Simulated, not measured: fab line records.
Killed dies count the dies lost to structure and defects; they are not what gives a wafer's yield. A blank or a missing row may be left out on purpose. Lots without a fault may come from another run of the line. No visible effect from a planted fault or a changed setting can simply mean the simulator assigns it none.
The tool behind it: which one?    flow n5Finfet    45 wafers from 15 lots sampled at 6 of the route's 1938 steps

## WHAT EACH GAUGE READ, for each wafer
N5_BEOL_M8_CD_MEAS_18: pitch 80 nm, target cd 40 nm.
lot   measured      on        cdNm (nm)
L310  day 9 00:06   cdSem-02  40.5 40.3 40.9
L312  day 9 18:33   cdSem-01  41.2 40.2 40.0
L314  day 10 04:06  cdSem-02  39.5 38.3 39.8
L315  day 10 05:23  cdSem-02  40.2 40.2 39.8
L316  day 10 16:07  cdSem-01  40.4 40.5 39.5
L318  day 11 08:00  cdSem-01  38.6 41.3 40.6
L320  day 11 11:46  cdSem-03  41.0 40.3 40.1
L322  day 12 07:04  cdSem-03  40.6 41.6 40.4
L323  day 12 15:16  cdSem-01  40.5 41.7 40.9
L321  day 12 15:03  cdSem-02  40.2 39.6 41.2
L324  day 13 14:51  cdSem-02  40.3 39.6 40.1
L329  day 14 06:55  cdSem-02  - - -
L328  day 14 19:37  cdSem-03  - - -
L330  day 14 22:09  cdSem-01  - - -
L332  day 15 14:34  cdSem-01  40.7 41.1 41.2

## TOOL THAT RAN EACH LOT (tool first, then ch and the chambers of the sampled wafers, then the start)
lot   N5_BEOL_M7_PRE_CLEAN_45      N5_BEOL_M7_ANNEAL_51             N5_BEOL_M8_CURE_74            N5_BEOL_M8_ETCH_62                 N5_BEOL_M8_HM_OPEN_17
L310  pvdSputter-01, day 8 18:48   rtpAnneal-02 ch 0, day 8 20:01   uvCure-02 ch 0, day 8 20:56   rieDiel-04 ch 0,2,3, day 8 23:44   rieMetal-02 ch 0,1, day 8 23:57
L312  pvdSputter-02, day 9 13:49   rtpAnneal-02 ch 0, day 9 14:52   uvCure-03 ch 2, day 9 15:52   rieDiel-04 ch 2,3, day 9 17:52     rieMetal-01 ch 1, day 9 18:08
L314  pvdSputter-02, day 9 22:20   rtpAnneal-02 ch 0, day 9 23:51   uvCure-03 ch 0, day 10 00:46  rieDiel-06 ch 1,2,3, day 10 03:38  rieMetal-02 ch 1, day 10 03:49
L315  pvdSputter-03, day 10 00:44  rtpAnneal-02 ch 0, day 10 01:38  uvCure-01 ch 0, day 10 02:32  rieDiel-04 ch 0,2,3, day 10 04:56  rieMetal-02 ch 1, day 10 05:07
L316  pvdSputter-03, day 10 09:56  rtpAnneal-02 ch 0, day 10 12:15  uvCure-01 ch 2, day 10 13:23  rieDiel-04 ch 0,2,3, day 10 15:34  rieMetal-03 ch 1, day 10 15:45
L318  pvdSputter-01, day 11 03:31  rtpAnneal-01 ch 0, day 11 04:32  uvCure-03 ch 1, day 11 05:27  rieDiel-04 ch 0,1,3, day 11 07:38  rieMetal-01 ch 0,1, day 11 07:51
L320  pvdSputter-01, day 11 06:31  rtpAnneal-01 ch 0, day 11 07:37  uvCure-01 ch 0, day 11 08:30  rieDiel-04 ch 1,2,3, day 11 11:16  rieMetal-03 ch 1, day 11 11:29
L322  pvdSputter-01, day 11 22:13  rtpAnneal-02 ch 0, day 12 00:25  uvCure-03 ch 0, day 12 02:07  rieDiel-06 ch 0,1, day 12 06:37    rieMetal-01 ch 0, day 12 06:49
L323  pvdSputter-01, day 12 07:18  rtpAnneal-02 ch 0, day 12 08:21  uvCure-02 ch 1, day 12 09:15  rieDiel-04 ch 0,2, day 12 14:49    rieMetal-01 ch 0,1, day 12 15:00
L321  pvdSputter-03, day 12 07:31  rtpAnneal-02 ch 0, day 12 08:37  uvCure-01 ch 0, day 12 09:32  rieDiel-04 ch 0,1,3, day 12 14:34  rieMetal-03 ch 1, day 12 14:44
L324  pvdSputter-01, day 13 07:58  rtpAnneal-01 ch 0, day 13 10:40  uvCure-02 ch 0, day 13 11:32  rieDiel-04 ch 0,1,2, day 13 14:29  rieMetal-03 ch 0,1, day 13 14:40
L329  pvdSputter-01, day 14 00:51  rtpAnneal-02 ch 0, day 14 01:49  uvCure-02 ch 2, day 14 02:40  rieDiel-05 ch 0,1, day 14 06:33    rieMetal-02 ch 0,1, day 14 06:44
L328  pvdSputter-03, day 14 13:37  rtpAnneal-02 ch 0, day 14 17:01  uvCure-02 ch 1, day 14 17:53  rieDiel-04 ch 0,1,3, day 14 19:10  rieMetal-03 ch 0, day 14 19:20
L330  pvdSputter-03, day 14 17:38  rtpAnneal-02 ch 0, day 14 18:35  uvCure-02 ch 2, day 14 19:31  rieDiel-04 ch 0,3, day 14 21:47    rieMetal-02 ch 0,1, day 14 21:58
L332  pvdSputter-01, day 15 09:40  rtpAnneal-02 ch 0, day 15 10:50  uvCure-02 ch 1, day 15 11:42  rieDiel-06 ch 0,1, day 15 14:10    rieMetal-01 ch 0,1, day 15 14:22
- N5_BEOL_M7_PRE_CLEAN_45: time 30 s.
- N5_BEOL_M7_ANNEAL_51: time 90 s.
- N5_BEOL_M8_CURE_74: cures SiCOH lowk, time 240 s.
- N5_BEOL_M8_ETCH_62: etches SOC in N2/H2, target depth 110 nm, overetch 22 nm, time 165 s.
- N5_BEOL_M8_HM_OPEN_17: chemistry Cl2/BCl3, target TiN, target depth 20 nm, overetch 6 nm.

## WHAT THE TOOLS THEMSELVES READ (means of the sampled wafers that have a number; where no wafer has one, the mark that the record gives instead)
N5_BEOL_M7_PRE_CLEAN_45.
lot   tool           heaterPowerW (W)
L310  pvdSputter-01  295
L312  pvdSputter-02  349
L314  pvdSputter-02  346
L315  pvdSputter-03  333
L316  pvdSputter-03  333
L318  pvdSputter-01  321
L320  pvdSputter-01  311
L322  pvdSputter-01  289
L323  pvdSputter-01  317
L321  pvdSputter-03  307
L324  pvdSputter-01  305
L329  pvdSputter-01  316
L328  pvdSputter-03  334
L330  pvdSputter-03  334
L332  pvdSputter-01  325

N5_BEOL_M7_ANNEAL_51.
lot   tool          wafer_temp_C_max
L310  rtpAnneal-02  226.2
L312  rtpAnneal-02  226.5
L314  rtpAnneal-02  226.1
L315  rtpAnneal-02  226.9
L316  rtpAnneal-02  226.4
L318  rtpAnneal-01  226.5
L320  rtpAnneal-01  226.0
L322  rtpAnneal-02  226.4
L323  rtpAnneal-02  226.5
L321  rtpAnneal-02  226.5
L324  rtpAnneal-01  226.3
L329  rtpAnneal-02  226.2
L328  rtpAnneal-02  226.2
L330  rtpAnneal-02  226.3
L332  rtpAnneal-02  226.3

N5_BEOL_M8_CURE_74.
lot   tool       lampPowerPct (%)  wafer_temp_C_max
L310  uvCure-02  52.29             386.9
L312  uvCure-03  52.34             386.8
L314  uvCure-03  52.30             386.0
L315  uvCure-01  52.34             386.9
L316  uvCure-01  52.27             386.8
L318  uvCure-03  52.29             386.3
L320  uvCure-01  52.29             387.4
L322  uvCure-03  52.35             385.8
L323  uvCure-02  52.34             386.5
L321  uvCure-01  52.27             387.0
L324  uvCure-02  52.32             387.7
L329  uvCure-02  52.30             387.3
L328  uvCure-02  52.26             386.2
L330  uvCure-02  52.33             387.3
L332  uvCure-02  52.33             387.1

N5_BEOL_M8_ETCH_62.
lot   tool        biasW (W)  chamberPressureMTorr (mTorr)  drypumpMotorCurrentA (A)  h2FlowSccm (sccm)  oesProductAu (a.u.)  rfVppV (V)  showerheadPlenumPTorr (Torr)  throttleValvePct (%)
L310  rieDiel-04  150.1      29.992                        5.6                       199.5              0.65                 522.5       2.51                          17.76
L312  rieDiel-04  149.8      29.970                        5.5                       200.3              0.69                 522.7       2.53                          17.57
L314  rieDiel-06  149.7      30.006                        6.0                       200.2              0.63                 520.9       2.47                          18.05
L315  rieDiel-04  149.9      30.018                        5.6                       199.9              0.72                 525.5       2.61                          17.65
L316  rieDiel-04  150.0      29.992                        5.6                       199.4              0.71                 526.6       2.61                          17.65
L318  rieDiel-04  149.9      29.982                        5.4                       200.2              0.70                 523.5       2.54                          17.47
L320  rieDiel-04  150.4      29.996                        5.5                       199.8              0.63                 522.7       2.51                          17.66
L322  rieDiel-06  150.1      29.998                        6.2                       200.2              0.79                 521.9       2.48                          17.69
L323  rieDiel-04  150.5      30.021                        5.7                       200.1              0.72                 527.5       2.69                          17.74
L321  rieDiel-04  149.7      30.006                        5.4                       200.1              0.69                 523.7       2.53                          17.48
L324  rieDiel-04  149.9      29.994                        5.5                       200.6              0.65                 525.2       2.58                          17.74
L329  rieDiel-05  -          -                             -                         -                  -                    -           -                             -
L328  rieDiel-04  -          -                             -                         -                  -                    -           -                             -
L330  rieDiel-04  -          -                             -                         -                  -                    -           -                             -
L332  rieDiel-06  150.5      29.990                        6.4                       201.2              0.73                 521.4       2.47                          17.66

N5_BEOL_M8_HM_OPEN_17.
lot   tool         chamberPressureMTorr (mTorr)  drypumpMotorCurrentA (A)  oesProductAu (a.u.)  throttleValvePct (%)
L310  rieMetal-02  9.991                         5.37                      0.65                 22.30
L312  rieMetal-01  10.006                        5.60                      0.75                 21.91
L314  rieMetal-02  10.001                        5.33                      0.73                 22.32
L315  rieMetal-02  9.996                         5.30                      0.72                 22.33
L316  rieMetal-03  10.007                        5.49                      0.56                 22.47
L318  rieMetal-01  10.006                        5.69                      0.71                 21.97
L320  rieMetal-03  10.010                        5.48                      0.56                 22.49
L322  rieMetal-01  9.981                         5.88                      0.63                 22.06
L323  rieMetal-01  9.995                         5.78                      0.66                 22.03
L321  rieMetal-03  9.993                         5.48                      0.55                 22.49
L324  rieMetal-03  10.006                        5.33                      0.63                 22.23
L329  rieMetal-02  10.000                        5.43                      0.32                 22.87
L328  rieMetal-03  9.999                         5.26                      0.29                 22.75
L330  rieMetal-02  10.007                        5.44                      0.32                 22.88
L332  rieMetal-01  9.999                         5.77                      0.65                 22.04

## THE ANSWER, worked out from the rows above alone
Rule: usual is defined by the lots themselves. Put in order of their means at a reading, lots are off if they are a third of the lots or fewer, leave a main group of 4 or more, and stand apart from it by a gap of 3 or more times the standard deviation of the main group's means; of several such gaps the widest counts. Not used: any main group whose means are identical at the precision the tables above print for the reading. A lot without any number at a reading at which 4 lots or more have one is off too. The other lots that the step has rows for count as sound. Order of review: gauges by route order, followed by the tools' own readings, for which a lot's mean as printed above is used. The first step at which some lot is off is used, and at that step the reading that is off furthest; a lot without a number counts as furthest.
Off: L329, L328, L330 (N5_BEOL_M8_CD_MEAS_18, cdNm). Without a number there: L329, L328, L330. Main group: mean 40.4 nm, sd 0.49.
A tool fits if, at a process step before that reading, it ran every lot that is off, and no sound lot after the first of them. The gauges at N5_BEOL_M8_CD_MEAS_18 aren't tried: what is off there is off at N5_BEOL_M8_ETCH_62 too, on other tools, and a gauge's error can't cause that. Of those tried, none fits.

## WHAT THE SIMULATOR HAD INSERTED
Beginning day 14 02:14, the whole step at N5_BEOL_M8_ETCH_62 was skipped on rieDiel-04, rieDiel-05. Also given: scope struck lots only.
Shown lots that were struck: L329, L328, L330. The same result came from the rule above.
